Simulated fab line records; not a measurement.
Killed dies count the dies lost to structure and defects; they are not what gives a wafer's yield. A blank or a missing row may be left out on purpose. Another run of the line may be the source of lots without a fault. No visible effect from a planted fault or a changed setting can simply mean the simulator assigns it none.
fab line records | flow n5_finfet
record: lots: 4 | wafers: 12 | last_day: 17
route steps=1938 shown STI_FIN_REVEAL@203 DUMMY_GATE@212 PASSIVATION@1936
lots that met no fault: taken from a fault-free run of the same line
start_h: hours from the record's first day to the start of the lot's first wafer shown | wait_h: how many hours have passed since the lot's step before this one | " as in the row above | L1.1+2: a single row standing in for several wafers | - no value, or no start was given | * or withheld: withheld | < > ~ a bound
route shown NAME@n: names a module that has steps shown in the file, with the first one's number in the route | usual: mean/standard deviation taken from wafers without a fault | same: alike in all rows | chamber/n: place in a boat | sites: per-site readings | _std_site: their standard deviation | _edge_site: mean of outer sites minus mean of inner sites | radius_mm: how far each site lies from the wafer's centre | mask NAME#n: copy n | behind: the last tool/chamber to shape the wafer | hold: the reason the lot was held/the length of the hold in hours/how it ended | device: which transistor (n, p or np) failed to switch | end of line: the route-end tests of the same wafers | where a step has no rows: the recipe by itself | killed: count of dies lost to structure and defects at first sort (not the wafer's yield) | map: a wafer's dies, x killed, . not, _ none there
set.NAME: the setting as run; set.NAME@STEP: as run at that earlier step | model.NAME: the simulator's own value behind a step, which no gauge read
a table for each step, a row for each wafer; lots at some steps of the route
services: when a tool's chamber went out of use (start_h, in hours from the record's first day, below 0 if earlier), for how many hours, and the reason
== steps ==
step: N5_STI_FIN_REVEAL_SRD_21
recipe: dry: ipa_marangoni | time_s: 30 | temp_c: 23 | rinse_liquid: diw
step: N5_STI_FIN_REVEAL_OXIDATION_33
recipe: chemistry: O2_PLASMA_REMOTE | temp_c: 150 | time_s: 20 | pressure_mtorr: 1000 | source_power_w: 2000 | o2_flow_sccm: 3000
step: N5_STI_FIN_REVEAL_CLEAN_19
recipe: chemistry: O3/DIW | temp_c: 25 | time_s: 120 | o3_ppm: 10
step: N5_STI_FIN_REVEAL_SRD_23
recipe: dry: ipa_marangoni | time_s: 30 | temp_c: 23 | rinse_liquid: diw
step: N5_STI_FIN_REVEAL_PRECLEAN_18
recipe: chemistry: SC2 | time_s: 45 | temp_c: 35 | mix: 1:1:50
step: N5_STI_FIN_REVEAL_SRD_28
recipe: dry: ipa_marangoni | time_s: 30 | temp_c: 23 | rinse_liquid: diw
step: N5_DUMMY_GATE_PRECLEAN_00
recipe: chemistry: O3/DIW | time_s: 60 | temp_c: 22 | o3_ppm: 10
step: N5_DUMMY_GATE_SRD_01
recipe: time_s: 30 | temp_c: 23 | rinse_liquid: diw | dry: ipa_marangoni
step: N5_DUMMY_GATE_ALD_02
recipe: material: SiO2 | target_thk_a: 20 | temp_c: 300 | ald_precursor_family: BDEAS | ald_co_reactant: O2-plasma | pulse_time_s: 1 | pressure_torr: 2
step: N5_DUMMY_GATE_CVD_03
recipe: material: a-Si | target_thk_a: 1500 | temp_c: 530 | precursor: SiH4 | time_s: 8042
usual: spike_tc_bottom_C: 552.3/1.3 | spike_tc_lower_C: 530.2/1.3 | susceptor_temp_C: 530.06/0.17 | zone_power_lower_pct: 7.0/0.67
lot.wafer | tool     | chamber | start_h | wait_h | spike_tc_bottom_C | spike_tc_lower_C | susceptor_temp_C | zone_power_lower_pct
L735.1    | lpcvd-01 | 0/40    | 51.60   | 0.1    | 550.1             | 529.1            | 530.12           | 6.4
L735.2    | "        | 0/45    | "       | "      | 550.1             | 529.1            | 530.12           | 6.4
L735.4    | "        | 0/54    | "       | "      | 550.1             | 529.1            | 530.12           | 6.4
L739.1    | lpcvd-02 | 1/65    | 72.40   | 0.1    | 553.8             | 532.0            | 529.84           | 6.7
L739.2    | "        | 1/70    | "       | "      | 553.8             | 532.0            | 529.84           | 6.7
L739.5    | "        | 1/84    | "       | "      | 553.8             | 532.0            | 529.84           | 6.7
L741.4    | lpcvd-02 | 1/79    | 84.63   | 0.1    | 553.3             | 531.9            | 530.01           | 6.7
L741.5    | "        | 1/84    | "       | "      | 553.3             | 531.9            | 530.01           | 6.7
L741.6    | "        | 1/89    | "       | "      | 553.3             | 531.9            | 530.01           | 6.7
L753.2    | lpcvd-02 | 0/20    | 159.52  | 1.8    | 551.0             | 528.5            | 529.82           | 7.9
L753.3    | "        | 0/25    | "       | "      | 551.0             | 528.5            | 529.82           | 7.9
L753.4    | "        | 0/29    | "       | "      | 551.0             | 528.5            | 529.82           | 7.9
step: N5_DUMMY_GATE_PRECLEAN_46
recipe: chemistry: DIW | time_s: 89.5 | temp_c: 23
step: N5_DUMMY_GATE_SRD_47
recipe: dry_time_s: 32 | dry: n2_spin | spin_rpm: 1500
step: N5_DUMMY_GATE_CMP_04
recipe: material: a-Si | post_cmp_clean: alkaline_brush
step: N5_DUMMY_GATE_HM_DEP_06
recipe: material: SiNx | target_thk_a: 800 | precursor: DCS/NH3 | temp_c: 700 | pressure_mtorr: 300 | time_s: 5141
step: N5_DUMMY_GATE_PECVD_30
recipe: material: SiO2 | target_thk_a: 550 | temp_c: 400 | precursor: TEOS/O2 | pressure_torr: 6.5 | rf_w: withheld | teos_flow_sccm: withheld | gas: O2 | flow_sccm: 2650 | time_s: 10.8
step: N5_DUMMY_GATE_COAT_34
recipe: resist: SOC | temp_c: 250 | time_s: 60 | spin_rpm: 1500 | resist_thk_nm: 60
step: N5_DUMMY_GATE_COAT_35
recipe: resist: SiARC | temp_c: 220 | time_s: 60 | spin_rpm: 1500 | resist_thk_nm: 10
step: N5_DUMMY_GATE_COAT_28
recipe: resist: underlayer | temp_c: 205 | time_s: 60 | spin_rpm: 1500 | resist_thk_nm: 10
step: N5_DUMMY_GATE_COAT_09
recipe: resist: CAR-EUV | spin_rpm: 1500 | resist_thk_nm: 30
step: N5_DUMMY_GATE_EBR_11
recipe: solvent: PGMEA | ebr_width_mm: 1.5
step: N5_DUMMY_GATE_SOFTBAKE_10
recipe: temp_c: 110 | time_s: 60 | resist: CAR-EUV
step: N5_DUMMY_GATE_EXPOSE_12
recipe: mask_id: GATE | na: 0.33 | source_shape: annular | sigma_inner: 0.2 | sigma_outer: 0.6 | polarization: unpolarized | target_cd_nm: 25 | dose_mj: 34
step: N5_DUMMY_GATE_PEB_13
recipe: peb_temp_c: 100 | peb_time_s: 60 | resist: CAR-EUV
step: N5_DUMMY_GATE_DEVELOP_14
recipe: develop_time_s: 30 | developer: TMAH | resist: CAR-EUV | rinse_liquid: surfactant_rinse | dry: air_spin | dev_temp_c: 23
step: N5_DUMMY_GATE_DESCUM_20
recipe: chemistry: O2 | time_s: 6.2 | source_power_w: 50 | bias_power_w: 20 | pressure_mtorr: 20 | rf_frequency_hz: 2.712e+07 | temp_c: 40 | resist: CAR-EUV | o2_flow_sccm: 225
step: N5_DUMMY_GATE_ETCH_29
recipe: chemistry: N2/H2 | target: underlayer | target_depth_a: 130 | ion_energy_ev: 200 | pressure_mtorr: 30 | source_w: 840 | bias_w: 150 | n2_flow_sccm: 200 | h2_flow_sccm: 200
step: N5_DUMMY_GATE_ETCH_36
recipe: chemistry: CF4 | target: SiARC | target_depth_a: 130 | pressure_mtorr: 40 | source_w: 545 | bias_w: 36 | Ar_flow_sccm: 100 | cf4_flow_sccm: 100 | ion_energy_ev: 80
step: N5_DUMMY_GATE_ETCH_37
recipe: chemistry: N2/H2 | target: SOC | target_depth_a: 600 | overetch_a: 300 | temp_c: 40 | ion_energy_ev: 200 | pressure_mtorr: 30 | source_w: 840 | bias_w: 150 | n2_flow_sccm: 200 | h2_flow_sccm: 200
step: N5_DUMMY_GATE_STRIP_38
recipe: chemistry: N2/H2 | temp_c: 40 | n2_flow_sccm: 200 | h2_flow_sccm: 200 | rf_frequency_hz: 6e+07
step: N5_DUMMY_GATE_STRIP_39
recipe: chemistry: N2/H2 | temp_c: 40 | n2_flow_sccm: 200 | h2_flow_sccm: 200 | rf_frequency_hz: 6e+07
step: N5_DUMMY_GATE_TRIM_49
recipe: chemistry: O2 | resist: SOC | time_s: 29 | target_cd_nm: 14 | source_power_w: 300 | bias_power_w: 0 | O2_flow_sccm: 100 | temp_c: 20
step: N5_DUMMY_GATE_STRIP_40
recipe: chemistry: CF4 | resist: SiARC | power_w: 300 | bias_power_w: 75 | pressure_mtorr: 50 | cf4_flow_sccm: 150 | rf_frequency_hz: 6e+07
step: N5_DUMMY_GATE_ETCH_31
recipe: chemistry: C4F6/O2 | target: SiO2 | mask_material: SOC | target_depth_a: 825 | time_s: 27.5 | ion_energy_ev: 250 | pressure_mtorr: 30 | source_w: 345 | bias_w: 185 | Ar_flow_sccm: 300 | C4F6_flow_sccm: 10 | O2_flow_sccm: 10
step: N5_DUMMY_GATE_STRIP_41
recipe: chemistry: O2 | power_w: 400 | temp_c: 40 | pressure_mtorr: 30 | rf_frequency_hz: 6e+07 | bias_power_w: 0 | overash_fraction: 0.3 | o2_flow_sccm: 225
step: N5_PASSIVATION_PROBE_49
usual: defect_limited_yield: 91.1/1.6 | killed_at_M0_to_M3: 35/11 | killed_at_M4_up: 13/5.4 | killed_at_contacts: 13/6.5 | killed_at_front_end: 40/14 | killed_at_other: 4/3.1 | killed_dies: 105/18 | killed_on_rim: 14/4.1 | killed_open: 69/14 | killed_short: 34/7.3 | sort_bin_5_function: 5.2/0.96 | sort_bin_6_memory: 3.4/0.77 | sort_bin_8_speed: 0.02/0.13 | sort_n_pass: 1075/19 | sort_yield_pct: 91.1/1.6
same: gross_dies: 1180 | killed_at_back_side: 0 | sort_bin_4_leakage[%]: 0
lot.wafer | tool      | chamber | start_h | wait_h | defect_limited_yield[%] | killed_at_M0_to_M3 | killed_at_M4_up | killed_at_contacts | killed_at_front_end | killed_at_other | killed_dies | killed_on_rim | killed_open | killed_short | sort_bin_5_function[%] | sort_bin_6_memory[%] | sort_bin_8_speed[%] | sort_n_pass | sort_yield_pct[%]
L735.1    | prober-01 | -       | 281.59  | 0.0    | 93.2                    | 29                 | 12              | 3                  | 34                  | 2               | 80          | 12            | 49          | 30           | 3.8                    | 2.7                  | 0                   | 1100        | 93.2
L735.2    | prober-01 | -       | 281.64  | 0.1    | 90.8                    | 29                 | 18              | 13                 | 41                  | 7               | 108         | 13            | 64          | 42           | 5.6                    | 3.4                  | 0                   | 1072        | 90.8
L735.4    | prober-01 | -       | 281.74  | 0.2    | 93.1                    | 37                 | 7               | 8                  | 26                  | 4               | 82          | 6             | 52          | 29           | 4.6                    | 2.2                  | 0                   | 1098        | 93.1
L741.4    | prober-02 | -       | 313.66  | 0.2    | 85.8                    | 34                 | 5               | 10                 | 112                 | 7               | 168         | 31            | 61          | 25           | 8.2                    | 3.8                  | 0                   | 1012        | 85.8
L741.5    | prober-02 | -       | 313.71  | 0.2    | 84.5                    | 33                 | 6               | 13                 | 126                 | 5               | 183         | 38            | 65          | 31           | 8.1                    | 3.9                  | 0                   | 997         | 84.5
L741.6    | prober-02 | -       | 313.76  | 0.3    | 83.2                    | 24                 | 8               | 11                 | 149                 | 6               | 198         | 30            | 85          | 33           | 9.9                    | 4.6                  | 0                   | 982         | 83.2
L739.1    | prober-02 | -       | 313.95  | 0.0    | 86.4                    | 41                 | 13              | 10                 | 92                  | 4               | 160         | 28            | 54          | 26           | 8.6                    | 3.2                  | 0                   | 1020        | 86.4
L739.2    | prober-02 | -       | 314.00  | 0.1    | 82.5                    | 59                 | 10              | 30                 | 103                 | 4               | 206         | 32            | 94          | 38           | 9.7                    | 5.5                  | 0                   | 974         | 82.5
L739.5    | prober-02 | -       | 314.15  | 0.2    | 84.3                    | 33                 | 21              | 11                 | 117                 | 3               | 185         | 25            | 74          | 36           | 10.0                   | 3.6                  | 0                   | 995         | 84.3
killed by level:class
L735.1 BEOL_M0_SAQP:geometric_particle:short=9 FIN_SAQP:geometric_particle:open=7 GATE_CUT:geometric_particle:short=7 BEOL_M0_SAQP:geometric_particle:open=7 FIN_SAQP:geometric_particle:short=6 BEOL_M2:geometric_particle:open=6 BEOL_M3:geometric_particle:open=4 BEOL_M4:geometric_particle:open=4
L735.2 MOL_CONTACT_COAG:geometric_particle:open=10 FIN_SAQP:geometric_particle:open=9 FIN_SAQP:geometric_particle:short=6 BEOL_M3:geometric_particle:open=6 BEOL_M0_SAQP:geometric_particle:short=6 ILD0:geometric_particle:short=5 STI_FIN_REVEAL:geometric_particle:open=4 BEOL_M2:geometric_particle:open=4
L735.4 BEOL_M0_SAQP:geometric_particle:short=11 BEOL_M0_SAQP:geometric_particle:open=8 MOL_CONTACT_COAG:geometric_particle:open=7 BEOL_M3:geometric_particle:open=6 DUMMY_GATE:geometric_particle:open=5 BEOL_M1:geometric_particle:open=5 ILD0:geometric_particle:open=4 BEOL_M2:geometric_particle:open=4
L741.4 DUMMY_GATE:unspecified=72 BEOL_M1:geometric_particle:open=10 MOL_CONTACT_COAG:geometric_particle:open=9 HKMG_FIN:area_etch=8 BEOL_M0_SAQP:geometric_particle:open=7 FIN_SAQP:geometric_particle:open=6 STI_FIN_REVEAL:geometric_particle:open=6 BEOL_M0_SAQP:geometric_particle:short=6
L741.5 DUMMY_GATE:unspecified=77 FIN_SAQP:geometric_particle:open=12 HKMG_FIN:area_etch=9 BEOL_M3:geometric_particle:open=8 MOL_CONTACT_COAG:geometric_particle:open=8 STI_FIN_REVEAL:geometric_particle:open=7 BEOL_M1:geometric_particle:open=7 FIN_SAQP:geometric_particle:short=6
L741.6 DUMMY_GATE:unspecified=79 FIN_SAQP:geometric_particle:open=22 STI_FIN_REVEAL:geometric_particle:open=13 FIN_SAQP:geometric_particle:short=11 MOL_CONTACT_COAG:geometric_particle:open=9 BEOL_M3:geometric_particle:open=8 BEOL_M1:geometric_particle:open=7 GATE_CUT:geometric_particle:open=6
L739.1 DUMMY_GATE:unspecified=77 BEOL_M2:geometric_particle:open=19 MOL_CONTACT_COAG:geometric_particle:open=6 BEOL_M3:geometric_particle:open=5 MOL_CONTACT_COAG:geometric_particle:short=4 BEOL_M0_SAQP:geometric_particle:short=4 BEOL_M1:geometric_particle:open=4 FIN_SAQP:geometric_particle:open=3
L739.2 DUMMY_GATE:unspecified=72 MOL_CONTACT_COAG:geometric_particle:open=24 BEOL_M3:geometric_particle:open=13 STI_FIN_REVEAL:geometric_particle:open=12 BEOL_M2:geometric_particle:open=12 BEOL_M1:geometric_particle:open=11 BEOL_M1:geometric_particle:short=9 MOL_CONTACT_COAG:geometric_particle:short=6
L739.5 DUMMY_GATE:unspecified=75 STI_FIN_REVEAL:geometric_particle:open=18 BEOL_M2:geometric_particle:open=10 BEOL_M4:geometric_particle:open=10 GATE_CUT:geometric_particle:short=8 MOL_CONTACT_COAG:geometric_particle:open=7 BEOL_M0_SAQP:geometric_particle:short=7 GATE_CUT:geometric_particle:open=6
map L739.2 (x killed, . not)
_________________...x.x......________________
______________.........x........_____________
___________.....................x..__________
__________.........................._________
________..x...........x.....x....x..x._______
_______....x.............x...x.xx...x..______
______........x............x..........x._____
_____...........x........x.....x.....x...____
____.........x............................___
___xxx....x.....................x..........__
___..................x...x.....x.x.x.......__
__..........x...xxx.....x..................._
__...........x.x................x..x........_
_...........x..x.............x.........x.x...
_.x.x.....x.x...x....x.x........x..x.........
_.............x.x............x...............
_..x.............x..x...xx......x............
_....x......x......x.....x..x.....x.....x.xxx
_x..x..x..........x.....xxx...........xxxxx.x
_..x......x...............x............xxxxxx
_....x.....x........x............x.x.xxxxxxxx
__.......x.........x.......x.......x.xxxxxxx_
__.....x...x...x......x........x.x...xxxxxxx_
___xx.........x.....x......x.....x..xxxxxxx__
___.....x.....x..............x...xxxxxxxxxx__
____.........x......x...xx.x.xx.....xxxxxx___
_____.....x........x.......x.......xxxxxx____
______x.x..x.x........x...x...x....x..xx_____
_______..........x....x.x............xx______
________........................x..x.._______
__________.........x...x.....x......_________
___________............x.x..x......__________
______________.................._____________
_________________...x........________________
map L741.6 (x killed, . not)
_________________.......x....________________
______________.................._____________
___________......x....x............__________
__________.......xx..x....x........._________
________...x..................x..x...._______
_______....x...x............x.....x....______
______..x........x........x............._____
_____.......................x...x.x......____
____......................x...x........x..___
___.x......................................__
___.........xx.................x......x....__
__......x......x.x.........................._
__.........x....x.x........x............x..._
_......x........xx...........x..x......xx....
_...........x.x...........................x..
_....x.........x..xx.........x..........x....
_...........xx........x........x....x.x......
_.............x.....x........xx........xx...x
_........x..x...x...x................x...xxxx
_..x...xx............x...x........x.x.xxxxxxx
_...........x..x........x..x...x.x.xxxxxxxxxx
__xx.......x....x.x.................xxxxxxxx_
__..x..x..x.x................xx....xxxxxxxxx_
___...............................xxxxxxxxx__
___................................xxxxxxxx__
____.............x........x...x..x.xxxxxxx___
_____..x..............x...........x.xxxxx____
______..........x...............xx..xxxx_____
_______...x...............x......x..xxx______
________.x.....x........x...........x._______
__________.x....x...x....x...x.....x_________
___________.......x..........x.....__________
______________x..x.....x........_____________
_________________....x.x.....________________
== services ==
tool     | chamber | start_h | hours | kind
lpcvd-01 | -       | 121.74  | 28.1  | pm
== key ==
first_sign: step: N5_PASSIVATION_PROBE_49 | reading: killed_at_front_end | direction: up | sigmas: 5.5 | usual: 40 | struck: 116
effect: step: N5_PASSIVATION_PROBE_49 | reading: defect_limited_yield | direction: down | sigmas: 4.2 | usual: 91.1 | struck: 84.5
more_kills_born_at: N5_DUMMY_GATE_CVD_03@lpcvd-02: 452
met_at N5_DUMMY_GATE_CVD_03
struck_wafers L739.1,L739.2,L739.5,L741.4,L741.5,L741.6
fault: kind: chamber_particle_source | tool: lpcvd-02 | chamber: - | onset_h: 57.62 | steps: N5_DUMMY_GATE_CVD_03 | rate_per_visit_cm2: 1.1109 | end_h: 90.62
